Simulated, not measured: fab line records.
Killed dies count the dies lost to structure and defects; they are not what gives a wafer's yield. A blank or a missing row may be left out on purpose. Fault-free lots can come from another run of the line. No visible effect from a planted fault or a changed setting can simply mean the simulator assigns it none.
Which tool did it? || flow n5 finfet || 24 lots, 72 wafers sampled, at 4 steps of a route of 1938

== WHAT EACH GAUGE READ, for each wafer ==
N5_BEOL_M14_OVL_MEAS_29.
{"lot": "L074", "measured": "day 11 10:49", "on": "overlay-02", "M14_OVL (nm)": "5 1 1"}
{"lot": "L075", "measured": "day 11 11:39", "on": "overlay-02", "M14_OVL (nm)": "-10 -7 -6"}
{"lot": "L077", "measured": "day 12 04:00", "on": "overlay-02", "M14_OVL (nm)": "-11 -4 -1"}
{"lot": "L076", "measured": "day 12 04:22", "on": "overlay-02", "M14_OVL (nm)": "-1 -2 1"}
{"lot": "L078", "measured": "day 12 05:40", "on": "overlay-02", "M14_OVL (nm)": "3 6 3"}
{"lot": "L079", "measured": "day 12 14:25", "on": "overlay-02", "M14_OVL (nm)": "-1 -6 -5"}
{"lot": "L080", "measured": "day 12 18:52", "on": "overlay-01", "M14_OVL (nm)": "1 0 -1"}
{"lot": "L081", "measured": "day 12 20:32", "on": "overlay-01", "M14_OVL (nm)": "8 9 4"}
{"lot": "L083", "measured": "day 13 00:23", "on": "overlay-02", "M14_OVL (nm)": "-6 1 -6"}
{"lot": "L082", "measured": "day 13 03:34", "on": "overlay-02", "M14_OVL (nm)": "-2 1 -2"}
{"lot": "L084", "measured": "day 13 18:21", "on": "overlay-01", "M14_OVL (nm)": "2 1 2"}
{"lot": "L085", "measured": "day 14 00:18", "on": "overlay-01", "M14_OVL (nm)": "-9 -14 -9"}
{"lot": "L086", "measured": "day 14 02:33", "on": "overlay-01", "M14_OVL (nm)": "-13 -6 -2"}
{"lot": "L087", "measured": "day 14 06:26", "on": "overlay-01", "M14_OVL (nm)": "1 -1 2"}
{"lot": "L089", "measured": "day 14 18:46", "on": "overlay-02", "M14_OVL (nm)": "-3 0 8"}
{"lot": "L090", "measured": "day 14 23:01", "on": "overlay-02", "M14_OVL (nm)": "-7 -17 -7"}
{"lot": "L088", "measured": "day 15 04:13", "on": "overlay-01", "M14_OVL (nm)": "-4 -6 -1"}
{"lot": "L093", "measured": "day 15 10:05", "on": "overlay-01", "M14_OVL (nm)": "6 0 6"}
{"lot": "L091", "measured": "day 15 19:50", "on": "overlay-02", "M14_OVL (nm)": "-3 -7 3"}
{"lot": "L094", "measured": "day 16 02:08", "on": "overlay-01", "M14_OVL (nm)": "1 -2 -1"}
{"lot": "L092", "measured": "day 16 02:49", "on": "overlay-01", "M14_OVL (nm)": "1 -5 1"}
{"lot": "L095", "measured": "day 16 06:16", "on": "overlay-02", "M14_OVL (nm)": "-9 -1 -2"}
{"lot": "L096", "measured": "day 16 20:12", "on": "overlay-01", "M14_OVL (nm)": "-5 -3 -2"}
{"lot": "L097", "measured": "day 17 11:28", "on": "overlay-02", "M14_OVL (nm)": "-14 -11 -15"}

N5_BEOL_M15_THK_MEAS_50: measures by xrf.
{"lot": "L074", "measured": "day 11 21:03", "on": "film metro-01", "M15_THK (nm)": "822 819 813"}
{"lot": "L075", "measured": "day 12 01:59", "on": "film metro-01", "M15_THK (nm)": "846 814 846"}
{"lot": "L077", "measured": "day 12 16:34", "on": "film metro-02", "M15_THK (nm)": "822 848 828"}
{"lot": "L076", "measured": "day 12 17:26", "on": "film metro-02", "M15_THK (nm)": "837 813 821"}
{"lot": "L078", "measured": "day 12 17:37", "on": "film metro-02", "M15_THK (nm)": "809 836 817"}
{"lot": "L079", "measured": "day 13 03:05", "on": "film metro-02", "M15_THK (nm)": "848 839 851"}
{"lot": "L080", "measured": "day 13 03:08", "on": "film metro-01", "M15_THK (nm)": "824 820 845"}
{"lot": "L081", "measured": "day 13 03:35", "on": "film metro-01", "M15_THK (nm)": "808 826 836"}
{"lot": "L083", "measured": "day 13 09:08", "on": "film metro-02", "M15_THK (nm)": "811 834 844"}
{"lot": "L082", "measured": "day 13 16:37", "on": "film metro-01", "M15_THK (nm)": "830 818 805"}
{"lot": "L084", "measured": "day 14 03:58", "on": "film metro-02", "M15_THK (nm)": "843 819 846"}
{"lot": "L085", "measured": "day 14 12:04", "on": "film metro-01", "M15_THK (nm)": "833 851 833"}
{"lot": "L086", "measured": "day 14 14:28", "on": "film metro-02", "M15_THK (nm)": "840 860 820"}
{"lot": "L087", "measured": "day 15 00:13", "on": "film metro-01", "M15_THK (nm)": "837 819 845"}
{"lot": "L089", "measured": "day 15 03:37", "on": "film metro-01", "M15_THK (nm)": "823 855 835"}
{"lot": "L090", "measured": "day 15 09:06", "on": "film metro-02", "M15_THK (nm)": "820 819 827"}
{"lot": "L088", "measured": "day 15 11:55", "on": "film metro-02", "M15_THK (nm)": "827 809 830"}
{"lot": "L093", "measured": "day 15 20:34", "on": "film metro-02", "M15_THK (nm)": "838 849 847"}
{"lot": "L091", "measured": "day 16 06:58", "on": "film metro-02", "M15_THK (nm)": "838 837 820"}
{"lot": "L094", "measured": "day 16 13:18", "on": "film metro-02", "M15_THK (nm)": "840 833 834"}
{"lot": "L092", "measured": "day 16 13:50", "on": "film metro-02", "M15_THK (nm)": "809 830 832"}
{"lot": "L095", "measured": "day 16 13:53", "on": "film metro-01", "M15_THK (nm)": "832 820 834"}
{"lot": "L096", "measured": "day 17 05:50", "on": "film metro-02", "M15_THK (nm)": "848 832 824"}
{"lot": "L097", "measured": "day 17 20:56", "on": "film metro-02", "M15_THK (nm)": "823 830 821"}

== EACH LOT AND THE TOOL THAT RAN IT (in order: tool; ch and the chambers of the sampled wafers; start) ==
{"lot": "L074", "N5_BEOL_M14_ANNEAL_48": "rtp anneal-01 ch 0, day 11 13:02", "N5_BEOL_M15_TRENCH_ETCH_34": "rie diel-04 ch 1,2, day 11 16:26"}
{"lot": "L075", "N5_BEOL_M14_ANNEAL_48": "rtp anneal-02 ch 0, day 11 17:54", "N5_BEOL_M15_TRENCH_ETCH_34": "rie diel-03 ch 1,3, day 11 21:11"}
{"lot": "L077", "N5_BEOL_M14_ANNEAL_48": "rtp anneal-02 ch 0, day 12 08:02", "N5_BEOL_M15_TRENCH_ETCH_34": "rie diel-04 ch 0,1,2, day 12 13:02"}
{"lot": "L076", "N5_BEOL_M14_ANNEAL_48": "rtp anneal-01 ch 0, day 12 08:49", "N5_BEOL_M15_TRENCH_ETCH_34": "rie diel-04 ch 0,1,2, day 12 15:01"}
{"lot": "L078", "N5_BEOL_M14_ANNEAL_48": "rtp anneal-02 ch 0, day 12 09:47", "N5_BEOL_M15_TRENCH_ETCH_34": "rie diel-04 ch 0,2,3, day 12 15:37"}
{"lot": "L079", "N5_BEOL_M14_ANNEAL_48": "rtp anneal-01 ch 0, day 12 16:26", "N5_BEOL_M15_TRENCH_ETCH_34": "rie diel-02 ch 2,3, day 12 22:07"}
{"lot": "L080", "N5_BEOL_M14_ANNEAL_48": "rtp anneal-01 ch 0, day 12 21:39", "N5_BEOL_M15_TRENCH_ETCH_34": "rie diel-02 ch 1,2, day 13 00:35"}
{"lot": "L081", "N5_BEOL_M14_ANNEAL_48": "rtp anneal-01 ch 0, day 12 22:08", "N5_BEOL_M15_TRENCH_ETCH_34": "rie diel-02 ch 0,2,3, day 13 01:04"}
{"lot": "L083", "N5_BEOL_M14_ANNEAL_48": "rtp anneal-01 ch 0, day 13 02:48", "N5_BEOL_M15_TRENCH_ETCH_34": "rie diel-02 ch 0,2,3, day 13 05:56"}
{"lot": "L082", "N5_BEOL_M14_ANNEAL_48": "rtp anneal-01 ch 0, day 13 09:10", "N5_BEOL_M15_TRENCH_ETCH_34": "rie diel-03 ch 0,1,3, day 13 12:26"}
{"lot": "L084", "N5_BEOL_M14_ANNEAL_48": "rtp anneal-01 ch 0, day 13 21:31", "N5_BEOL_M15_TRENCH_ETCH_34": "rie diel-02 ch 0,2, day 14 00:32"}
{"lot": "L085", "N5_BEOL_M14_ANNEAL_48": "rtp anneal-01 ch 0, day 14 03:08", "N5_BEOL_M15_TRENCH_ETCH_34": "rie diel-02 ch 1,2, day 14 06:40"}
{"lot": "L086", "N5_BEOL_M14_ANNEAL_48": "rtp anneal-01 ch 0, day 14 07:06", "N5_BEOL_M15_TRENCH_ETCH_34": "rie diel-02 ch 0,1,2, day 14 10:38"}
{"lot": "L087", "N5_BEOL_M14_ANNEAL_48": "rtp anneal-02 ch 0, day 14 12:01", "N5_BEOL_M15_TRENCH_ETCH_34": "rie diel-02 ch 0,1,3, day 14 15:12"}
{"lot": "L089", "N5_BEOL_M14_ANNEAL_48": "rtp anneal-01 ch 0, day 14 21:44", "N5_BEOL_M15_TRENCH_ETCH_34": "rie diel-02 ch 0,1,2, day 15 01:14"}
{"lot": "L090", "N5_BEOL_M14_ANNEAL_48": "rtp anneal-01 ch 0, day 15 01:15", "N5_BEOL_M15_TRENCH_ETCH_34": "rie diel-03 ch 0,2,3, day 15 04:32"}
{"lot": "L088", "N5_BEOL_M14_ANNEAL_48": "rtp anneal-01 ch 0, day 15 05:52", "N5_BEOL_M15_TRENCH_ETCH_34": "rie diel-04 ch 1,2,3, day 15 09:37"}
{"lot": "L093", "N5_BEOL_M14_ANNEAL_48": "rtp anneal-02 ch 0, day 15 13:51", "N5_BEOL_M15_TRENCH_ETCH_34": "rie diel-02 ch 1,2,3, day 15 16:57"}
{"lot": "L091", "N5_BEOL_M14_ANNEAL_48": "rtp anneal-01 ch 0, day 15 23:26", "N5_BEOL_M15_TRENCH_ETCH_34": "rie diel-04 ch 0,1, day 16 02:46"}
{"lot": "L094", "N5_BEOL_M14_ANNEAL_48": "rtp anneal-01 ch 0, day 16 07:16", "N5_BEOL_M15_TRENCH_ETCH_34": "rie diel-03 ch 0,3, day 16 10:31"}
{"lot": "L092", "N5_BEOL_M14_ANNEAL_48": "rtp anneal-01 ch 0, day 16 07:32", "N5_BEOL_M15_TRENCH_ETCH_34": "rie diel-02 ch 0,1,3, day 16 10:50"}
{"lot": "L095", "N5_BEOL_M14_ANNEAL_48": "rtp anneal-01 ch 0, day 16 08:43", "N5_BEOL_M15_TRENCH_ETCH_34": "rie diel-04 ch 0,3, day 16 11:37"}
{"lot": "L096", "N5_BEOL_M14_ANNEAL_48": "rtp anneal-01 ch 0, day 16 22:29", "N5_BEOL_M15_TRENCH_ETCH_34": "rie diel-04 ch 0,2, day 17 01:52"}
{"lot": "L097", "N5_BEOL_M14_ANNEAL_48": "rtp anneal-02 ch 0, day 17 13:34", "N5_BEOL_M15_TRENCH_ETCH_34": "rie diel-03 ch 0,3, day 17 18:14"}
- N5_BEOL_M14_ANNEAL_48: time 90 s.
- N5_BEOL_M15_TRENCH_ETCH_34: etches SiO2 in C4F8/O2/Ar, target depth 872.93 nm, time 199 s.

== WHAT THE TOOLS THEMSELVES READ (means of the sampled wafers that have a number; where no wafer has one, the mark that the record gives instead) ==
N5_BEOL_M14_ANNEAL_48.
{"lot": "L074", "tool": "rtp anneal-01", "wafer_temp_C_max": 225.56}
{"lot": "L075", "tool": "rtp anneal-02", "wafer_temp_C_max": 225.45}
{"lot": "L077", "tool": "rtp anneal-02", "wafer_temp_C_max": 225.81}
{"lot": "L076", "tool": "rtp anneal-01", "wafer_temp_C_max": 225.37}
{"lot": "L078", "tool": "rtp anneal-02", "wafer_temp_C_max": 225.78}
{"lot": "L079", "tool": "rtp anneal-01", "wafer_temp_C_max": 225.54}
{"lot": "L080", "tool": "rtp anneal-01", "wafer_temp_C_max": 225.53}
{"lot": "L081", "tool": "rtp anneal-01", "wafer_temp_C_max": 225.09}
{"lot": "L083", "tool": "rtp anneal-01", "wafer_temp_C_max": 225.60}
{"lot": "L082", "tool": "rtp anneal-01", "wafer_temp_C_max": 225.53}
{"lot": "L084", "tool": "rtp anneal-01", "wafer_temp_C_max": 225.57}
{"lot": "L085", "tool": "rtp anneal-01", "wafer_temp_C_max": 225.31}
{"lot": "L086", "tool": "rtp anneal-01", "wafer_temp_C_max": 225.37}
{"lot": "L087", "tool": "rtp anneal-02", "wafer_temp_C_max": 225.72}
{"lot": "L089", "tool": "rtp anneal-01", "wafer_temp_C_max": 225.33}
{"lot": "L090", "tool": "rtp anneal-01", "wafer_temp_C_max": 225.56}
{"lot": "L088", "tool": "rtp anneal-01", "wafer_temp_C_max": 225.76}
{"lot": "L093", "tool": "rtp anneal-02", "wafer_temp_C_max": 225.71}
{"lot": "L091", "tool": "rtp anneal-01", "wafer_temp_C_max": 225.55}
{"lot": "L094", "tool": "rtp anneal-01", "wafer_temp_C_max": 225.85}
{"lot": "L092", "tool": "rtp anneal-01", "wafer_temp_C_max": 225.31}
{"lot": "L095", "tool": "rtp anneal-01", "wafer_temp_C_max": 225.61}
{"lot": "L096", "tool": "rtp anneal-01", "wafer_temp_C_max": 225.57}
{"lot": "L097", "tool": "rtp anneal-02", "wafer_temp_C_max": 225.56}

N5_BEOL_M15_TRENCH_ETCH_34.
{"lot": "L074", "tool": "rie diel-04", "C4F8_flow_sccm (sccm)": 15.95, "drypump motor current A (A)": 6.0, "oes_ar_750_au (a.u.)": 0.80, "oes product au (a.u.)": 0.79, "rf fwd power W (W)": 1903, "rf vpp V (V)": 2238, "showerhead plenum p Torr (Torr)": 3.49, "throttle valve pct (%)": 30.8}
{"lot": "L075", "tool": "rie diel-03", "C4F8_flow_sccm (sccm)": 15.99, "drypump motor current A (A)": 5.2, "oes_ar_750_au (a.u.)": 0.88, "oes product au (a.u.)": 0.88, "rf fwd power W (W)": 1899, "rf vpp V (V)": 2215, "showerhead plenum p Torr (Torr)": 3.45, "throttle valve pct (%)": 30.8}
{"lot": "L077", "tool": "rie diel-04", "C4F8_flow_sccm (sccm)": 15.99, "drypump motor current A (A)": 5.8, "oes_ar_750_au (a.u.)": 0.77, "oes product au (a.u.)": 0.77, "rf fwd power W (W)": 1902, "rf vpp V (V)": 2226, "showerhead plenum p Torr (Torr)": 3.44, "throttle valve pct (%)": 30.9}
{"lot": "L076", "tool": "rie diel-04", "C4F8_flow_sccm (sccm)": 15.97, "drypump motor current A (A)": 5.8, "oes_ar_750_au (a.u.)": 0.77, "oes product au (a.u.)": 0.77, "rf fwd power W (W)": 1900, "rf vpp V (V)": 2228, "showerhead plenum p Torr (Torr)": 3.44, "throttle valve pct (%)": 30.9}
{"lot": "L078", "tool": "rie diel-04", "C4F8_flow_sccm (sccm)": 15.97, "drypump motor current A (A)": 5.7, "oes_ar_750_au (a.u.)": 0.77, "oes product au (a.u.)": 0.75, "rf fwd power W (W)": 1901, "rf vpp V (V)": 2213, "showerhead plenum p Torr (Torr)": 3.38, "throttle valve pct (%)": 31.0}
{"lot": "L079", "tool": "rie diel-02", "C4F8_flow_sccm (sccm)": 15.97, "drypump motor current A (A)": 5.6, "oes_ar_750_au (a.u.)": 0.89, "oes product au (a.u.)": 0.89, "rf fwd power W (W)": 1899, "rf vpp V (V)": 2218, "showerhead plenum p Torr (Torr)": 3.41, "throttle valve pct (%)": 30.4}
{"lot": "L080", "tool": "rie diel-02", "C4F8_flow_sccm (sccm)": 16.01, "drypump motor current A (A)": 5.5, "oes_ar_750_au (a.u.)": 0.79, "oes product au (a.u.)": 0.78, "rf fwd power W (W)": 1892, "rf vpp V (V)": 2195, "showerhead plenum p Torr (Torr)": 3.24, "throttle valve pct (%)": 30.4}
{"lot": "L081", "tool": "rie diel-02", "C4F8_flow_sccm (sccm)": 16.04, "drypump motor current A (A)": 5.7, "oes_ar_750_au (a.u.)": 0.83, "oes product au (a.u.)": 0.83, "rf fwd power W (W)": 1894, "rf vpp V (V)": 2219, "showerhead plenum p Torr (Torr)": 3.43, "throttle valve pct (%)": 30.7}
{"lot": "L083", "tool": "rie diel-02", "C4F8_flow_sccm (sccm)": 16.00, "drypump motor current A (A)": 5.7, "oes_ar_750_au (a.u.)": 0.82, "oes product au (a.u.)": 0.83, "rf fwd power W (W)": 1905, "rf vpp V (V)": 2218, "showerhead plenum p Torr (Torr)": 3.43, "throttle valve pct (%)": 30.7}
{"lot": "L082", "tool": "rie diel-03", "C4F8_flow_sccm (sccm)": 15.99, "drypump motor current A (A)": 5.7, "oes_ar_750_au (a.u.)": 0.80, "oes product au (a.u.)": 0.79, "rf fwd power W (W)": 1903, "rf vpp V (V)": 2209, "showerhead plenum p Torr (Torr)": 3.36, "throttle valve pct (%)": 30.9}
{"lot": "L084", "tool": "rie diel-02", "C4F8_flow_sccm (sccm)": 15.98, "drypump motor current A (A)": 5.4, "oes_ar_750_au (a.u.)": 0.82, "oes product au (a.u.)": 0.82, "rf fwd power W (W)": 1903, "rf vpp V (V)": 2208, "showerhead plenum p Torr (Torr)": 3.39, "throttle valve pct (%)": 30.7}
{"lot": "L085", "tool": "rie diel-02", "C4F8_flow_sccm (sccm)": 16.01, "drypump motor current A (A)": 5.5, "oes_ar_750_au (a.u.)": 0.78, "oes product au (a.u.)": 0.78, "rf fwd power W (W)": 1896, "rf vpp V (V)": 2194, "showerhead plenum p Torr (Torr)": 3.23, "throttle valve pct (%)": 30.4}
{"lot": "L086", "tool": "rie diel-02", "C4F8_flow_sccm (sccm)": 16.01, "drypump motor current A (A)": 5.5, "oes_ar_750_au (a.u.)": 0.77, "oes product au (a.u.)": 0.78, "rf fwd power W (W)": 1904, "rf vpp V (V)": 2201, "showerhead plenum p Torr (Torr)": 3.32, "throttle valve pct (%)": 30.7}
{"lot": "L087", "tool": "rie diel-02", "C4F8_flow_sccm (sccm)": 16.01, "drypump motor current A (A)": 5.9, "oes_ar_750_au (a.u.)": 0.77, "oes product au (a.u.)": 0.77, "rf fwd power W (W)": 1901, "rf vpp V (V)": 2210, "showerhead plenum p Torr (Torr)": 3.36, "throttle valve pct (%)": 30.7}
{"lot": "L089", "tool": "rie diel-02", "C4F8_flow_sccm (sccm)": 15.99, "drypump motor current A (A)": 5.5, "oes_ar_750_au (a.u.)": 0.77, "oes product au (a.u.)": 0.76, "rf fwd power W (W)": 1903, "rf vpp V (V)": 2202, "showerhead plenum p Torr (Torr)": 3.32, "throttle valve pct (%)": 30.7}
{"lot": "L090", "tool": "rie diel-03", "C4F8_flow_sccm (sccm)": 16.00, "drypump motor current A (A)": 6.2, "oes_ar_750_au (a.u.)": 0.72, "oes product au (a.u.)": 0.72, "rf fwd power W (W)": 1899, "rf vpp V (V)": 2201, "showerhead plenum p Torr (Torr)": 3.29, "throttle valve pct (%)": 31.0}
{"lot": "L088", "tool": "rie diel-04", "C4F8_flow_sccm (sccm)": 16.00, "drypump motor current A (A)": 5.9, "oes_ar_750_au (a.u.)": 0.85, "oes product au (a.u.)": 0.84, "rf fwd power W (W)": 1904, "rf vpp V (V)": 2221, "showerhead plenum p Torr (Torr)": 3.42, "throttle valve pct (%)": 30.8}
{"lot": "L093", "tool": "rie diel-02", "C4F8_flow_sccm (sccm)": 16.03, "drypump motor current A (A)": 5.7, "oes_ar_750_au (a.u.)": 0.81, "oes product au (a.u.)": 0.81, "rf fwd power W (W)": 1903, "rf vpp V (V)": 2211, "showerhead plenum p Torr (Torr)": 3.33, "throttle valve pct (%)": 30.4}
{"lot": "L091", "tool": "rie diel-04", "C4F8_flow_sccm (sccm)": 15.96, "drypump motor current A (A)": 5.8, "oes_ar_750_au (a.u.)": 0.87, "oes product au (a.u.)": 0.87, "rf fwd power W (W)": 1902, "rf vpp V (V)": 2230, "showerhead plenum p Torr (Torr)": 3.43, "throttle valve pct (%)": 30.9}
{"lot": "L094", "tool": "rie diel-03", "C4F8_flow_sccm (sccm)": 16.00, "drypump motor current A (A)": 6.1, "oes_ar_750_au (a.u.)": 0.72, "oes product au (a.u.)": 0.73, "rf fwd power W (W)": 1905, "rf vpp V (V)": 2204, "showerhead plenum p Torr (Torr)": 3.27, "throttle valve pct (%)": 31.0}
{"lot": "L092", "tool": "rie diel-02", "C4F8_flow_sccm (sccm)": 16.01, "drypump motor current A (A)": 5.9, "oes_ar_750_au (a.u.)": 0.75, "oes product au (a.u.)": 0.75, "rf fwd power W (W)": 1899, "rf vpp V (V)": 2210, "showerhead plenum p Torr (Torr)": 3.35, "throttle valve pct (%)": 30.7}
{"lot": "L095", "tool": "rie diel-04", "C4F8_flow_sccm (sccm)": 16.00, "drypump motor current A (A)": 5.7, "oes_ar_750_au (a.u.)": 0.94, "oes product au (a.u.)": 0.94, "rf fwd power W (W)": 1901, "rf vpp V (V)": 2212, "showerhead plenum p Torr (Torr)": 3.37, "throttle valve pct (%)": 30.8}
{"lot": "L096", "tool": "rie diel-04", "C4F8_flow_sccm (sccm)": 16.04, "drypump motor current A (A)": 5.6, "oes_ar_750_au (a.u.)": 0.90, "oes product au (a.u.)": 0.90, "rf fwd power W (W)": 1904, "rf vpp V (V)": 2216, "showerhead plenum p Torr (Torr)": 3.37, "throttle valve pct (%)": 31.0}
{"lot": "L097", "tool": "rie diel-03", "C4F8_flow_sccm (sccm)": 16.03, "drypump motor current A (A)": 6.2, "oes_ar_750_au (a.u.)": 0.73, "oes product au (a.u.)": 0.73, "rf fwd power W (W)": 1903, "rf vpp V (V)": 2193, "showerhead plenum p Torr (Torr)": 3.29, "throttle valve pct (%)": 31.0}

== THE ANSWER, worked out from the rows above alone ==
Rule: what is usual is taken from the lots themselves. The widest of any qualifying gaps counts: lots, ordered by their means at a reading, are off when they make up no more than a third of the lots, leave a main group of 4 or more, and stand apart from it by 3 or more times the standard deviation of that group's means. A main group is skipped when, at the precision printed for the reading in the tables above, its means are all equal. A lot without any number at a reading at which 4 lots or more have one is off too. The other lots that the step has rows for count as sound. After the gauges, taken in route order, come the tools' own readings; for these a lot's mean is taken, as printed above. The first step at which some lot is off is used, and at that step the reading that is off furthest; a lot without a number counts as furthest.
No lot is off on any of the readings shown, so nothing can be concluded from this.

== WHAT THE SIMULATOR HAD INSERTED ==
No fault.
